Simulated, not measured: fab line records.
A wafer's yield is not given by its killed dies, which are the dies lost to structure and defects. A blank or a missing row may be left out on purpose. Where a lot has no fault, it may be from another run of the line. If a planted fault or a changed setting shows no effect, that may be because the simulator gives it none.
fab line records    flow n5_finfet    part 2 of 2: steps 5 to 6 of 6
record lots=24  wafers=72  last_day=18
route steps=1938 shown BEOL_M7@1296
lots that met no fault: taken from a fault-free run of the same line
start_h: start of the lot's first displayed wafer, in hours after the record's first day    wait_h: hours from the lot's prior step to this one    " unchanged from the row above    L1.1+2: one row covering several wafers at once    - either no value or no given start    * or withheld: withheld    < > ~ a bound
route shown NAME@n: NAME is a module with steps in the file, n the number in the route of the first one    usual: mean and standard deviation over wafers with no fault    same: alike in all rows    chamber/n: place in a boat    sites: readings site by site    _std_site: standard deviation across them    _edge_site: outer sites' mean less inner sites'    radius_mm: for every site, how far away it sits from the centre of the wafer    mask NAME#n: copy n    behind: the most recent tool/chamber to have shaped the wafer    hold: why the lot was held/for how many hours/how that ended    device: transistor that didn't switch, given as n, p or np    end of line: at the end of the route, the tests of the same wafers    a step given without rows: its recipe and nothing more    killed: count of dies lost to structure and defects at first sort (not the wafer's yield)    map: per-die view of a wafer (x killed, . not killed, _ where there is no die)
set.NAME: the setting as run; set.NAME@STEP: as run at that earlier step    model.NAME: the simulator's own value behind a step, which no gauge read
a sample of lots followed through the steps of the route, with each step as a table and each wafer as a row
services: from which hour (start_h, from the record's first day; less than 0 if before it) a tool's chamber was out of use, for how many hours, and why
## steps
# step N5_BEOL_M7_VIA_ETCH_34
# recipe chemistry=C4F6/O2  target=SiCOH_lowk  target_depth_a=1255  mask_material=SOC  taper_deg=4  time_s=50.5  ion_energy_ev=250  pressure_mtorr=30  source_w=345  bias_w=185  Ar_flow_sccm=300  C4F6_flow_sccm=10  O2_flow_sccm=10
# usual C4F6_flow_sccm=10.002/0.03  O2_flow_sccm=10.00/0.032  drypump_motor_current_A=5.4/0.43  oes_f_703_au=0.77/0.088  oes_product_au=0.77/0.081  rf_vpp_V=665/13  showerhead_plenum_p_Torr=2.80/0.082  throttle_valve_pct=20.96/0.17
lot.wafer  tool         chamber  start_h  wait_h  C4F6_flow_sccm  O2_flow_sccm  drypump_motor_current_A  oes_f_703_au  oes_product_au  rf_hours_counter_h  rf_vpp_V  showerhead_plenum_p_Torr  throttle_valve_pct
L074.3     rie_diel-06  0        190.18   0.0     10.020          10.01         6.4                      0.76          0.79            84                  670       2.87                      20.62
L074.4     "            3        "        "       9.941           9.95          5.1                      0.92          0.95            13                  651       2.90                      20.54
L074.5     "            2        "        "       9.982           10.04         5.6                      0.67          0.70            -                   664       2.83                      20.96
L076.4     rie_diel-03  3        202.53   0.0     9.998           9.96          5.7                      0.73          0.75            -                   658       2.71                      21.17
L076.5     "            1        "        "       10.016          10.06         5.6                      0.70          0.72            -                   684       2.80                      20.70
L076.6     "            2        "        "       9.991           9.98          5.2                      0.72          0.71            -                   670       2.95                      21.10
L077.2     rie_diel-04  1        208.85   0.0     10.025          9.98          5.5                      0.99          0.97            9                   668       2.89                      21.04
L077.3     "            0        "        "       9.970           10.04         6.0                      0.79          0.80            131                 685       2.73                      20.87
L077.4     "            2        "        "       9.969           10.05         4.8                      0.87          0.87            39                  650       2.79                      20.73
L079.4     rie_diel-06  3        211.44   0.0     10.050          9.99          5.0                      0.90          0.93            18                  650       2.90                      20.57
L079.5     "            0        "        "       10.040          9.98          6.4                      0.76          0.79            -                   669       2.87                      20.65
L079.6     "            3        "        "       10.065          9.96          5.0                      0.90          0.93            -                   650       2.90                      20.56
L078.2     rie_diel-03  3        213.67   0.0     9.983           9.99          5.7                      0.73          0.74            165                 658       2.71                      21.17
L078.4     "            2        "        "       9.976           10.07         5.2                      0.73          0.72            186                 668       2.94                      21.10
L078.6     "            1        "        "       9.985           9.97          5.6                      0.69          0.72            -                   684       2.80                      20.69
L075.2     rie_diel-04  1        216.98   0.0     10.022          10.01         5.5                      0.98          0.96            13                  666       2.89                      21.05
L075.5     "            3        "        "       9.960           10.02         4.9                      0.72          0.72            -                   654       2.82                      21.03
L075.6     "            0        "        "       9.963           10.00         6.0                      0.79          0.80            -                   685       2.73                      20.87
L080.2     rie_diel-04  2        231.82   0.0     10.007          10.03         4.8                      0.87          0.87            48                  650       2.79                      20.74
L080.5     "            2        "        "       10.008          10.03         4.8                      0.86          0.87            -                   649       2.79                      20.75
L080.6     "            1        "        "       9.971           9.99          5.5                      0.97          0.93            -                   668       2.88                      21.04
L081.2     rie_diel-04  0        239.77   0.0     9.994           10.05         6.0                      0.79          0.77            142                 685       2.73                      20.89
L081.3     "            2        "        "       10.012          9.96          4.8                      0.86          0.86            50                  648       2.79                      20.76
L081.5     "            2        "        "       10.014          10.00         4.9                      0.86          0.87            -                   650       2.79                      20.75
L082.2     rie_diel-04  3        258.71   0.0     10.024          10.00         4.9                      0.71          0.71            218                 654       2.81                      21.05
L082.4     "            1        "        "       10.020          9.99          5.5                      0.95          0.91            26                  667       2.88                      21.05
L082.5     "            3        "        "       10.028          10.00         4.9                      0.71          0.70            -                   655       2.82                      21.06
L084.1     rie_diel-04  2        267.62   0.0     10.154          9.99          4.9                      0.85          0.85            58                  649       2.78                      20.77
L084.5     "            1        "        "       9.979           9.97          5.5                      0.95          0.92            -                   666       2.88                      21.06
L084.6     "            2        "        "       9.999           10.05         4.8                      0.85          0.85            -                   651       2.78                      20.77
L083.2     rie_diel-03  0        267.63   0.0     10.023          10.00         5.7                      0.72          0.74            160                 659       2.63                      21.00
L083.3     "            2        "        "       9.989           9.93          5.1                      0.71          0.70            201                 668       2.94                      21.12
L083.6     "            1        "        "       9.991           9.98          5.6                      0.68          0.71            -                   683       2.79                      20.72
L086.2     rie_diel-03  0        270.15   0.0     10.038          10.02         5.7                      0.72          0.72            161                 661       2.63                      20.99
L086.3     "            3        "        "       10.003          10.02         5.7                      0.72          0.72            181                 657       2.70                      21.18
L086.5     "            1        "        "       10.028          10.01         5.6                      0.69          0.71            -                   684       2.79                      20.73
L085.3     rie_diel-04  3        273.25   0.0     9.997           9.99          4.9                      0.70          0.70            223                 655       2.81                      21.06
L085.4     "            0        "        "       9.998           10.02         6.0                      0.77          0.77            152                 684       2.72                      20.91
L085.5     "            2        "        "       9.995           9.98          4.8                      0.84          0.84            -                   650       2.78                      20.78
L087.3     rie_diel-03  3        286.36   0.0     10.014          10.00         5.7                      0.72          0.72            188                 658       2.70                      21.20
L087.5     "            1        "        "       9.996           9.95          5.6                      0.68          0.70            -                   684       2.79                      20.74
L087.6     "            2        "        "       10.000          10.03         5.2                      0.71          0.70            -                   668       2.93                      21.14
L088.1     rie_diel-04  1        286.75   0.0     9.944           9.98          5.5                      0.92          0.89            37                  665       2.88                      21.07
L088.2     "            0        "        "       10.028          9.98          6.0                      0.77          0.77            158                 684       2.72                      20.88
L088.3     "            2        "        "       9.953           9.99          4.8                      0.83          0.83            66                  649       2.78                      20.79
L089.1     rie_diel-04  3        295.17   0.0     10.039          9.96          4.9                      0.71          0.69            231                 655       2.81                      21.07
L089.3     "            0        "        "       9.965           10.03         6.0                      0.76          0.77            161                 684       2.72                      20.92
L089.6     "            1        "        "       10.001          9.98          5.5                      0.91          0.89            -                   665       2.87                      21.07
L091.1     rie_diel-04  3        298.41   0.0     9.979           10.05         4.9                      0.71          0.70            232                 655       2.81                      21.07
L091.3     "            2        "        "       10.022          10.01         4.8                      0.84          0.83            72                  648       2.78                      20.79
L091.4     "            1        "        "       9.993           9.96          5.5                      0.92          0.89            43                  666       2.87                      21.09
L090.2     rie_diel-04  3        302.91   0.0     10.003          9.94          4.9                      0.70          0.69            235                 653       2.81                      21.09
L090.3     "            0        "        "       9.945           10.03         6.1                      0.77          0.77            164                 685       2.72                      20.91
L090.6     "            1        "        "       10.007          9.99          5.5                      0.91          0.88            -                   667       2.87                      21.10
L092.1     rie_diel-04  3        309.93   0.0     10.023          10.02         4.9                      0.70          0.70            237                 654       2.81                      21.09
L092.3     "            1        "        "       10.013          10.06         5.5                      0.90          0.88            47                  666       2.87                      21.08
L092.6     "            0        "        "       10.060          9.97          6.0                      0.77          0.77            -                   685       2.72                      20.91
L093.1     rie_diel-04  2        315.81   0.0     9.970           10.04         4.9                      0.83          0.83            79                  649       2.78                      20.79
L093.3     "            0        "        "       10.015          9.97          6.0                      0.76          0.76            170                 687       2.71                      20.93
L093.6     "            3        "        "       10.023          9.98          4.9                      0.70          0.69            -                   655       2.81                      21.08
L094.2     rie_diel-04  1        318.37   0.0     10.000          9.99          5.5                      0.91          0.87            51                  667       2.87                      21.11
L094.3     "            3        "        "       10.001          9.98          4.9                      0.69          0.69            241                 655       2.80                      21.08
L094.6     "            3        "        "       9.989           9.96          4.9                      0.70          0.68            -                   655       2.80                      21.08
L096.1     rie_diel-03  1        335.46   0.0     9.977           10.02         5.6                      0.67          0.68            247                 684       2.78                      20.77
L096.3     "            3        "        "       10.043          9.97          5.7                      0.70          0.70            211                 658       2.69                      21.23
L096.4     "            2        "        "       10.010          10.01         5.2                      0.70          0.68            230                 668       2.92                      21.18
L095.1     rie_diel-03  0        335.86   0.0     10.014          10.04         5.7                      0.71          0.71            190                 659       2.61                      21.05
L095.2     "            2        "        "       10.004          10.01         5.2                      0.69          0.69            231                 669       2.92                      21.18
L095.5     "            2        "        "       9.969           10.01         5.2                      0.70          0.68            -                   666       2.92                      21.16
L097.1     rie_diel-03  3        343.71   0.0     9.978           9.95          5.7                      0.70          0.71            214                 657       2.69                      21.25
L097.2     "            0        "        "       10.025          10.03         5.7                      0.70          0.71            194                 660       2.61                      21.05
L097.5     "            2        "        "       9.961           10.01         5.1                      0.70          0.68            -                   667       2.92                      21.16
# step N5_BEOL_M7_INSPECT_58
# recipe inspect_instrument=darkfield  mode=post_dep
# usual raw_defect_count=79/27
lot.wafer  tool               chamber  start_h  wait_h  raw_defect_count
L074.3     defect_inspect-01  -        192.48   0.0     105
L074.4     "                  -        "        "       98
L074.5     "                  -        "        "       98
L076.4     defect_inspect-02  -        205.06   0.0     60
L076.5     "                  -        "        "       56
L076.6     "                  -        "        "       39
L077.2     defect_inspect-01  -        211.58   0.0     103
L077.3     "                  -        "        "       160
L077.4     "                  -        "        "       95
L079.4     defect_inspect-02  -        214.82   0.0     75
L079.5     "                  -        "        "       52
L079.6     "                  -        "        "       86
L078.2     defect_inspect-01  -        216.78   0.0     25
L078.4     "                  -        "        "       63
L078.6     "                  -        "        "       37
L075.2     defect_inspect-02  -        219.81   0.0     111
L075.5     "                  -        "        "       73
L075.6     "                  -        "        "       114
L080.2     defect_inspect-01  -        235.13   0.0     62
L080.5     "                  -        "        "       51
L080.6     "                  -        "        "       80
L081.2     defect_inspect-01  -        242.63   0.0     66
L081.3     "                  -        "        "       67
L081.5     "                  -        "        "       75
L082.2     defect_inspect-01  -        261.64   0.0     71
L082.4     "                  -        "        "       82
L082.5     "                  -        "        "       61
L083.2     defect_inspect-02  -        271.97   0.0     94
L083.3     "                  -        "        "       104
L083.6     "                  -        "        "       74
L084.1     defect_inspect-02  -        272.14   0.0     74
L084.5     "                  -        "        "       47
L084.6     "                  -        "        "       71
L086.2     defect_inspect-02  -        272.56   0.0     54
L086.3     "                  -        "        "       39
L086.5     "                  -        "        "       77
L085.3     defect_inspect-01  -        276.18   0.0     69
L085.4     "                  -        "        "       58
L085.5     "                  -        "        "       58
L087.3     defect_inspect-01  -        289.15   0.0     112
L087.5     "                  -        "        "       97
L087.6     "                  -        "        "       73
L088.1     defect_inspect-02  -        289.46   0.0     98
L088.2     "                  -        "        "       81
L088.3     "                  -        "        "       76
L089.1     defect_inspect-02  -        298.58   0.0     57
L089.3     "                  -        "        "       60
L089.6     "                  -        "        "       40
L091.1     defect_inspect-02  -        302.16   0.0     65
L091.3     "                  -        "        "       31
L091.4     "                  -        "        "       69
L090.2     defect_inspect-01  -        305.61   0.0     89
L090.3     "                  -        "        "       90
L090.6     "                  -        "        "       68
L092.1     defect_inspect-02  -        313.01   0.0     42
L092.3     "                  -        "        "       72
L092.6     "                  -        "        "       102
L093.1     defect_inspect-02  -        320.10   0.0     109
L093.3     "                  -        "        "       85
L093.6     "                  -        "        "       107
L094.2     defect_inspect-02  -        320.90   0.0     81
L094.3     "                  -        "        "       91
L094.6     "                  -        "        "       75
L096.1     defect_inspect-01  -        339.41   0.0     74
L096.3     "                  -        "        "       104
L096.4     "                  -        "        "       102
L095.1     defect_inspect-01  -        339.49   0.0     70
L095.2     "                  -        "        "       40
L095.5     "                  -        "        "       47
L097.1     defect_inspect-01  -        346.75   0.0     85
L097.2     "                  -        "        "       142
L097.5     "                  -        "        "       172
## services
tool         chamber  start_h  hours  kind
rie_diel-06  1        168.49   4.1    repair
rie_diel-03  0        188.15   20.7   repair
rie_diel-06  3        270.89   5.3    repair
rie_diel-06  2        275.62   3.6    repair
rie_diel-04  3        337.03   -      clean
rie_diel-04  3        337.03   -      consumable_replace:focus_ring
rie_diel-04  3        337.03   21.8   scheduled_down
rie_diel-04  3        337.03   21.8   vent_cycle
